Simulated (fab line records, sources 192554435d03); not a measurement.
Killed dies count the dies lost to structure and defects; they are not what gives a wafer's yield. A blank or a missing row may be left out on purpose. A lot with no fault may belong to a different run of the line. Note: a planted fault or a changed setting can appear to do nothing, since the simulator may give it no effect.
Which tool is to blame? ; flow n5Finfet ; Sampling: 24 lots, 72 wafers, 6 of 1938 route steps

## WHAT EACH GAUGE READ, for each wafer
N5_BEOL_M12_CD_MEAS_10: target cd 140 nm.
lot;measured;on;cdNm (nm)
L074;day 10 02:36;cdSem-03;140.0 140.1 140.3
L075;day 10 22:10;cdSem-01;140.4 141.1 140.5
L077;day 10 23:28;cdSem-02;140.2 138.2 136.3
L078;day 11 00:25;cdSem-02;139.5 140.3 141.5
L076;day 11 01:00;cdSem-01;138.7 139.3 139.3
L079;day 11 15:52;cdSem-02;141.6 142.3 140.7
L080;day 11 23:26;cdSem-03;138.9 141.9 141.0
L082;day 12 02:56;cdSem-03;139.5 140.2 139.5
L081;day 12 09:51;cdSem-03;141.4 139.5 140.4
L083;day 12 13:19;cdSem-01;138.0 139.1 138.8
L085;day 13 01:55;cdSem-01;140.3 140.8 139.6
L084;day 13 02:18;cdSem-02;139.8 140.5 141.3
L087;day 13 15:36;cdSem-02;137.3 138.9 138.3
L086;day 13 20:50;cdSem-03;139.7 137.9 138.9
L089;day 13 22:49;cdSem-02;138.2 139.4 137.7
L090;day 13 23:13;cdSem-02;140.4 140.0 140.2
L088;day 14 03:35;cdSem-02;139.9 140.8 140.0
L091;day 14 20:38;cdSem-02;139.9 141.6 138.4
L092;day 15 00:25;cdSem-01;138.7 139.7 138.8
L094;day 15 03:29;cdSem-01;139.1 138.0 138.1
L093;day 15 07:38;cdSem-03;139.8 141.8 140.6
L095;day 15 12:28;cdSem-02;139.8 140.8 139.0
L096;day 15 17:49;cdSem-02;141.9 139.9 139.9
L097;day 16 13:28;cdSem-02;140.1 141.1 138.6

N5_BEOL_M13_CD_MEAS_10: target cd 190 nm.
lot;measured;on;cdNm (nm)
L074;day 10 09:10;cdSem-01;191.2 191.3 192.1
L075;day 11 03:41;cdSem-03;189.9 190.1 189.6
L077;day 11 04:23;cdSem-01;189.2 189.1 189.5
L078;day 11 04:32;cdSem-02;188.7 188.4 189.2
L076;day 11 06:54;cdSem-03;190.0 190.1 189.6
L079;day 11 20:03;cdSem-01;191.7 189.9 191.3
L080;day 12 06:03;cdSem-02;189.8 189.1 189.4
L082;day 12 08:26;cdSem-02;188.7 190.3 189.0
L081;day 12 13:52;cdSem-03;189.3 188.6 188.9
L083;day 12 18:57;cdSem-02;189.6 188.9 190.0
L085;day 13 11:06;cdSem-03;189.7 190.7 189.6
L084;day 13 11:57;cdSem-02;188.5 188.3 188.1
L087;day 13 19:54;cdSem-03;190.9 190.2 190.3
L086;day 14 02:41;cdSem-02;188.4 188.1 188.5
L089;day 14 03:08;cdSem-01;190.0 189.0 189.9
L090;day 14 03:44;cdSem-01;189.3 189.3 190.4
L088;day 14 07:48;cdSem-01;189.1 189.4 189.1
L091;day 15 00:47;cdSem-01;191.4 192.8 192.2
L092;day 15 04:46;cdSem-02;191.2 189.6 191.2
L094;day 15 08:32;cdSem-03;192.0 192.1 192.1
L093;day 15 18:29;cdSem-01;192.3 193.3 191.7
L095;day 15 19:01;cdSem-03;190.4 190.9 189.4
L096;day 15 22:13;cdSem-01;191.2 190.9 191.7
L097;day 16 18:46;cdSem-01;191.6 191.0 192.1

## EACH LOT AND THE TOOL THAT RAN IT (in order: tool; ch and the chambers of the sampled wafers; start)
lot;N5_BEOL_M11_ALD_74;N5_BEOL_M11_SURFACE_TREAT_76;N5_BEOL_M12_STRIP_64;N5_BEOL_M12_DESCUM_33
L074;aldMetal-04 ch 1,2,3, day 10 00:20;pvdSputter-03, day 10 00:40;plasmaAsher-01 ch 0,1, day 10 03:38;rieDiel-05 ch 0,3, day 10 04:18
L075;aldMetal-04 ch 0,1,3, day 10 17:40;pvdSputter-02, day 10 18:05;plasmaAsher-01 ch 0,1, day 10 22:36;rieDiel-01 ch 2,3, day 10 23:10
L077;aldMetal-04 ch 1,2,3, day 10 20:53;pvdSputter-02, day 10 21:19;plasmaAsher-01 ch 0,1, day 10 23:53;rieDiel-01 ch 1,3, day 11 00:37
L078;aldMetal-01 ch 1,3, day 10 21:20;pvdSputter-03, day 10 21:57;plasmaAsher-02 ch 0,1, day 11 00:52;rieDiel-01 ch 1,3, day 11 01:32
L076;aldMetal-02 ch 0,1,3, day 10 22:08;pvdSputter-01, day 10 22:30;plasmaAsher-02 ch 0,1, day 11 01:32;rieDiel-01 ch 0,1,3, day 11 02:23
L079;aldMetal-02 ch 0,3, day 11 13:29;pvdSputter-03, day 11 13:50;plasmaAsher-01 ch 0,1, day 11 16:20;rieDiel-01 ch 0,1, day 11 17:02
L080;aldMetal-01 ch 0,2, day 11 21:22;pvdSputter-03, day 11 21:41;plasmaAsher-01 ch 0,1, day 11 23:52;rieDiel-01 ch 0,1, day 12 00:38
L082;aldMetal-04 ch 1,2,3, day 11 21:46;pvdSputter-03, day 11 22:10;plasmaAsher-01 ch 0,1, day 12 03:22;rieDiel-05 ch 0,2, day 12 04:04
L081;aldMetal-04 ch 1,2,3, day 12 07:34;pvdSputter-02, day 12 07:53;plasmaAsher-01 ch 0,1, day 12 10:17;rieDiel-04 ch 0,3, day 12 10:59
L083;aldMetal-02 ch 2,3, day 12 10:59;pvdSputter-03, day 12 11:16;plasmaAsher-02 ch 0,1, day 12 13:46;rieDiel-05 ch 2,3, day 12 14:29
L085;aldMetal-04 ch 0,2,3, day 12 23:45;pvdSputter-01, day 13 00:03;plasmaAsher-02 ch 1, day 13 02:21;rieDiel-04 ch 1,2, day 13 03:07
L084;aldMetal-01 ch 0,3, day 13 00:02;pvdSputter-01, day 13 00:28;plasmaAsher-02 ch 0,1, day 13 02:58;rieDiel-05 ch 1,3, day 13 03:40
L087;aldMetal-02 ch 0,1, day 13 13:19;pvdSputter-03, day 13 13:39;plasmaAsher-01 ch 0,1, day 13 16:05;rieDiel-01 ch 1,2, day 13 16:49
L086;aldMetal-02 ch 0,2,3, day 13 18:02;pvdSputter-03, day 13 18:29;plasmaAsher-01 ch 0,1, day 13 21:27;rieDiel-01 ch 2,3, day 13 22:07
L089;aldMetal-02 ch 0,2,3, day 13 20:49;pvdSputter-03, day 13 21:07;plasmaAsher-01 ch 0,1, day 13 23:15;rieDiel-04 ch 1,2,3, day 14 00:04
L090;aldMetal-02 ch 0,1,2, day 13 21:04;pvdSputter-02, day 13 21:23;plasmaAsher-01 ch 0, day 13 23:38;rieDiel-01 ch 0,1,2, day 14 00:29
L088;aldMetal-01 ch 2,3, day 14 01:08;pvdSputter-01, day 14 01:28;plasmaAsher-02 ch 0,1, day 14 04:01;rieDiel-04 ch 1,2,3, day 14 04:35
L091;aldMetal-02 ch 0,1,3, day 14 17:29;pvdSputter-03, day 14 17:47;plasmaAsher-02 ch 0,1, day 14 21:05;rieDiel-04 ch 0,2, day 14 21:39
L092;aldMetal-04 ch 2,3, day 14 21:09;pvdSputter-01, day 14 22:34;plasmaAsher-01 ch 0,1, day 15 00:52;rieDiel-01 ch 1,3, day 15 01:25
L094;aldMetal-02 ch 0,1,3, day 15 00:10;pvdSputter-03, day 15 01:47;plasmaAsher-02 ch 0,1, day 15 03:55;rieDiel-04 ch 0,2,3, day 15 04:29
L093;aldMetal-02 ch 0,3, day 15 04:05;pvdSputter-02, day 15 05:22;plasmaAsher-01 ch 0,1, day 15 08:17;rieDiel-04 ch 0,2,3, day 15 09:59
L095;aldMetal-02 ch 2,3, day 15 10:14;pvdSputter-01, day 15 10:32;plasmaAsher-02 ch 0, day 15 12:53;rieDiel-05 ch 0,1, day 15 13:27
L096;aldMetal-01 ch 0,1,2, day 15 15:22;pvdSputter-02, day 15 15:41;plasmaAsher-02 ch 0,1, day 15 18:19;rieDiel-05 ch 0,1,2, day 15 18:53
L097;aldMetal-04 ch 0,1,2, day 16 09:59;pvdSputter-01, day 16 10:22;plasmaAsher-01 ch 0,1, day 16 13:54;rieDiel-04 ch 1,2,3, day 16 14:40
- N5_BEOL_M11_ALD_74: deposits TaN, target thk 2 nm, pulse time 2 s, purge time 3 s.
- N5_BEOL_M11_SURFACE_TREAT_76
- N5_BEOL_M12_STRIP_64: strips in N2/H2.
- N5_BEOL_M12_DESCUM_33: chemistry O2, time 7.9 s.

## WHAT THE TOOLS THEMSELVES READ (means of the sampled wafers that have a number; where no wafer has one, the mark that the record gives instead)
N5_BEOL_M11_ALD_74.
lot;tool;heaterPowerW (W)
L074;aldMetal-04;407
L075;aldMetal-04;424
L077;aldMetal-04;402
L078;aldMetal-01;427
L076;aldMetal-02;434
L079;aldMetal-02;456
L080;aldMetal-01;401
L082;aldMetal-04;403
L081;aldMetal-04;406
L083;aldMetal-02;369
L085;aldMetal-04;433
L084;aldMetal-01;403
L087;aldMetal-02;399
L086;aldMetal-02;409
L089;aldMetal-02;409
L090;aldMetal-02;377
L088;aldMetal-01;420
L091;aldMetal-02;431
L092;aldMetal-04;432
L094;aldMetal-02;433
L093;aldMetal-02;462
L095;aldMetal-02;367
L096;aldMetal-01;363
L097;aldMetal-04;406

N5_BEOL_M12_STRIP_64.
lot;tool;drypumpMotorCurrentA (A);heaterPowerW (W);oesProductAu (a.u.);stripTimeToEndpointS (s)
L074;plasmaAsher-01;5.86;300;0.717;31.32
L075;plasmaAsher-01;5.80;306;0.719;31.32
L077;plasmaAsher-01;5.79;305;0.715;31.20
L078;plasmaAsher-02;6.45;321;0.714;31.35
L076;plasmaAsher-02;6.45;325;0.714;31.36
L079;plasmaAsher-01;5.85;297;0.716;31.37
L080;plasmaAsher-01;5.85;293;0.710;31.38
L082;plasmaAsher-01;5.80;305;0.714;31.23
L081;plasmaAsher-01;5.84;300;0.716;31.25
L083;plasmaAsher-02;6.42;325;0.717;31.34
L085;plasmaAsher-02;6.48;322;0.715;31.30
L084;plasmaAsher-02;6.45;333;0.715;31.37
L087;plasmaAsher-01;5.83;307;0.715;31.33
L086;plasmaAsher-01;5.80;306;0.709;31.18
L089;plasmaAsher-01;5.85;298;0.719;31.30
L090;plasmaAsher-01;5.74;318;0.716;31.28
L088;plasmaAsher-02;6.42;326;0.714;31.35
L091;plasmaAsher-02;6.44;325;0.715;31.36
L092;plasmaAsher-01;5.86;295;0.718;31.26
L094;plasmaAsher-02;6.45;323;0.714;31.32
L093;plasmaAsher-01;5.82;305;0.714;31.21
L095;plasmaAsher-02;6.38;333;0.719;31.32
L096;plasmaAsher-02;6.41;330;0.713;31.31
L097;plasmaAsher-01;5.86;304;0.715;31.28

N5_BEOL_M12_DESCUM_33.
lot;tool;drypumpMotorCurrentA (A);o2FlowSccm (sccm);oesProductAu (a.u.);rfVppV (V);showerheadPlenumPTorr (Torr);throttleValvePct (%)
L074;rieDiel-05;5.5;225.5;0.78;243.5;2.13;20.5
L075;rieDiel-01;6.1;224.7;0.69;242.7;2.05;20.5
L077;rieDiel-01;5.6;225.0;0.75;242.9;2.03;20.6
L078;rieDiel-01;5.6;225.0;0.75;241.2;2.03;20.6
L076;rieDiel-01;5.7;224.1;0.79;243.4;2.08;20.7
L079;rieDiel-01;6.2;225.0;0.83;244.1;2.12;20.8
L080;rieDiel-01;6.2;224.4;0.84;243.6;2.12;20.8
L082;rieDiel-05;5.9;225.0;0.78;242.2;2.03;20.4
L081;rieDiel-04;6.0;224.3;0.79;245.1;2.18;20.1
L083;rieDiel-05;6.2;225.2;0.73;243.4;2.12;20.5
L085;rieDiel-04;5.7;225.7;0.82;243.4;2.11;20.2
L084;rieDiel-05;6.0;225.1;0.84;244.0;2.15;20.3
L087;rieDiel-01;6.6;224.6;0.77;243.5;2.10;20.7
L086;rieDiel-01;5.6;224.8;0.88;244.5;2.18;20.2
L089;rieDiel-04;5.7;225.5;0.75;243.2;2.12;20.3
L090;rieDiel-01;6.2;225.5;0.77;243.8;2.10;20.7
L088;rieDiel-04;5.7;225.0;0.76;244.5;2.12;20.3
L091;rieDiel-04;6.0;223.8;0.86;243.9;2.16;20.0
L092;rieDiel-01;6.1;224.9;0.85;244.0;2.16;20.6
L094;rieDiel-04;6.0;224.5;0.90;243.9;2.17;19.9
L093;rieDiel-04;6.0;224.6;0.90;244.2;2.16;20.0
L095;rieDiel-05;6.0;225.5;0.83;242.7;2.09;20.2
L096;rieDiel-05;6.1;224.9;0.78;243.4;2.07;20.3
L097;rieDiel-04;5.7;224.5;0.82;243.1;2.11;20.2

## THE ANSWER, worked out from the rows above alone
Rule: the usual values come from the lots themselves. Put in order of their means at a reading, lots are off if they are a third of the lots or fewer, leave a main group of 4 or more, and stand apart from it by a gap of 3 or more times the standard deviation of the main group's means; of several such gaps the widest counts. Not used: any main group whose means are identical at the precision the tables above print for the reading. Also off: a lot with no number at a reading for which 4 or more lots have one. The other lots that the step has rows for count as sound. Order of review: gauges by route order, followed by the tools' own readings, for which a lot's mean as printed above is used. The first step at which some lot is off is used, and at that step the reading that is off furthest; a lot without a number counts as furthest.
None of the lots is off at any reading shown; this tells nothing.

## WHAT THE SIMULATOR HAD INSERTED
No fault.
